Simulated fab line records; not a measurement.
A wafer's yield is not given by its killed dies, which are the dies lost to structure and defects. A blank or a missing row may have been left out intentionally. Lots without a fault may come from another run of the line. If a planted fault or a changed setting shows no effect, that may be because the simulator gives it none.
Lot-split experiment | flow n5 finfet | 7 lots, 39 wafers read, on a route of 1938 steps

THE SPLIT ITSELF
At N5_BEOL_M3_DEP_57 (deposits SiCN from 3MS/NH3, target thk 8 nm, time 14 s), the setting time s was moved away from the recipe's 14 s on 18 of the 39 wafers read, by -56.0% to +43.8%. All remaining wafers had this setting at the recipe value.

Reading taken at the split's own step.

THE READING
SiCN_of_BEOL_M3_DEP_57.thk nm (the simulator's own value, which no gauge read), in nm, at N5_BEOL_M3_DEP_57 (deposits SiCN from 3MS/NH3, target thk 8 nm, time 14 s). There is no usual value for it anywhere in the file. Average 8.0 nm, standard deviation 0.16 nm, over the 21 wafers here run with the recipe.

wafer  | tool, chamber at the split | time s as run, s | against the recipe | SiCN_of_BEOL_M3_DEP_57.thk nm, nm | against lot-mates on the recipe
L075.1 | pecvd-03, 2                | 14               | recipe             | 7.6                               | -
L075.2 | pecvd-03, 1                | 14               | recipe             | 7.8                               | -
L075.3 | pecvd-03, 0,2              | 19.75            | +41.1%             | 11                                | +3.2
L075.5 | pecvd-03, 0,2              | 19.75            | +41.1%             | 11                                | +3.2
L075.4 | pecvd-03, 0                | 14               | recipe             | 8                                 | -
L075.6 | pecvd-03, 1                | 19.75            | +41.1%             | 11.2                              | +3.4
L084.2 | pecvd-02, 2                | 14               | recipe             | 8                                 | -
L084.4 | pecvd-02, 1,0              | 14               | recipe             | 8.2                               | -
L084.6 | pecvd-02, 1,0              | 14               | recipe             | 8.2                               | -
L086.1 | pecvd-02, 2                | 14               | recipe             | 8                                 | -
L086.6 | pecvd-02, 2                | 14               | recipe             | 8                                 | -
L086.2 | pecvd-02, 1                | 10.99            | -21.5%             | 6.2                               | -1.9
L086.3 | pecvd-02, 0,1              | 10.99            | -21.5%             | 6.4                               | -1.7
L086.5 | pecvd-02, 0,1              | 10.99            | -21.5%             | 6.4                               | -1.7
L086.4 | pecvd-02, 0                | 14               | recipe             | 8.2                               | -
L089.1 | pecvd-03, 0                | 20.13            | +43.8%             | 11.6                              | +3.6
L089.2 | pecvd-03, 2                | 14               | recipe             | 8                                 | -
L089.3 | pecvd-03, 1                | 14               | recipe             | 7.8                               | -
L089.4 | pecvd-03, 2                | 14               | recipe             | 8.2                               | -
L089.5 | pecvd-03, 0,1              | 20.13            | +43.8%             | 11.8                              | +3.8
L089.6 | pecvd-03, 0,1              | 20.13            | +43.8%             | 11.8                              | +3.8
L090.1 | pecvd-01, 2                | 10.06            | -28.1%             | 5.6                               | -2.4
L090.2 | pecvd-01, 1,2,1            | 14               | recipe             | 8                                 | -
L090.4 | pecvd-01, 1,2,1            | 14               | recipe             | 8                                 | -
L090.5 | pecvd-01, 1,2,1            | 14               | recipe             | 8                                 | -
L090.3 | pecvd-01, 0                | 10.06            | -28.1%             | 5.8                               | -2.2
L090.6 | pecvd-01, 0                | 10.06            | -28.1%             | 5.8                               | -2.2
L094.1 | pecvd-03, 0,1              | 17.4             | +24.3%             | 10                                | +1.8
L094.5 | pecvd-03, 0,1              | 17.4             | +24.3%             | 10                                | +1.8
L094.2 | pecvd-03, 1,0,2            | 14               | recipe             | 8.2                               | -
L094.4 | pecvd-03, 1,0,2            | 14               | recipe             | 8.2                               | -
L094.6 | pecvd-03, 1,0,2            | 14               | recipe             | 8.2                               | -
L094.3 | pecvd-03, 2                | 17.4             | +24.3%             | 10.2                              | +2.0
L092.1 | pecvd-03, 0                | 14               | recipe             | 7.8                               | -
L092.2 | pecvd-03, 1                | 6.153            | -56.0%             | 3.4                               | -4.5
L092.3 | pecvd-03, 2,1              | 14               | recipe             | 8                                 | -
L092.4 | pecvd-03, 2,1              | 14               | recipe             | 8                                 | -
L092.5 | pecvd-03, 2                | 6.153            | -56.0%             | 3.8                               | -4.1
L092.6 | pecvd-03, 0                | 6.153            | -56.0%             | 3.6                               | -4.3
If several chambers appear in one row, that row covers several wafers at once and the file leaves open which wafer was in which chamber.

FIT RESULTS
A straight line over all 39 wafers: SiCN_of_BEOL_M3_DEP_57.thk nm changes by +0.0798 nm for each +1% of time s; r = +1.00; the points scatter about the line by 0.17 nm.
The same after taking each lot's own level away (the mean of its wafers on the recipe; 39 wafers): +0.08 nm for each +1%; r = +1.00; scatter 0.14 nm.
The reading moves by 4.5 nm for the largest change in time s, on that fit.
From 7.80 to 8.20 nm: that is the span of the lots' own levels, equal to 2.5 times the standard deviation above.
Hence the lot-to-lot level has little effect on the slope; both slopes agree.
Check: for one of the wafers moved furthest among these (-56.0%), held out of the fit, the line's prediction against its lot-mates is -4.45 nm. It came out at -4.53 nm against them.

OTHER SPLITS ON THESE WAFERS
Note: prior to the reading, these wafers also went through further splits. Each is held against what the fit with the lots' levels taken away leaves over:
other split on the same wafers          | wafers away from the commonest value | r with SiCN_of_BEOL_M3_DEP_57.thk nm (lot level and that fit taken away)
N5_ZERO_LAYER_PECVD_02 time s           | 15                                   | -0.13
N5_FIN_SAQP_ETCH_65 time s              | 15                                   | +0.18
N5_SD_EPI_N_ETCH_16 target depth a      | 15                                   | +0.23
N5_MOL_CONTACT_COAG_PRECLEAN_111 time s | 9                                    | -0.05
N5_BEOL_M2_ILD_DEP_00 target thk a      | 12                                   | -0.09

FILE'S OWN FIT
SiCN_of_BEOL_M3_DEP_57.thk nm changes by +0.08 nm for each +1% of time s, r = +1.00.
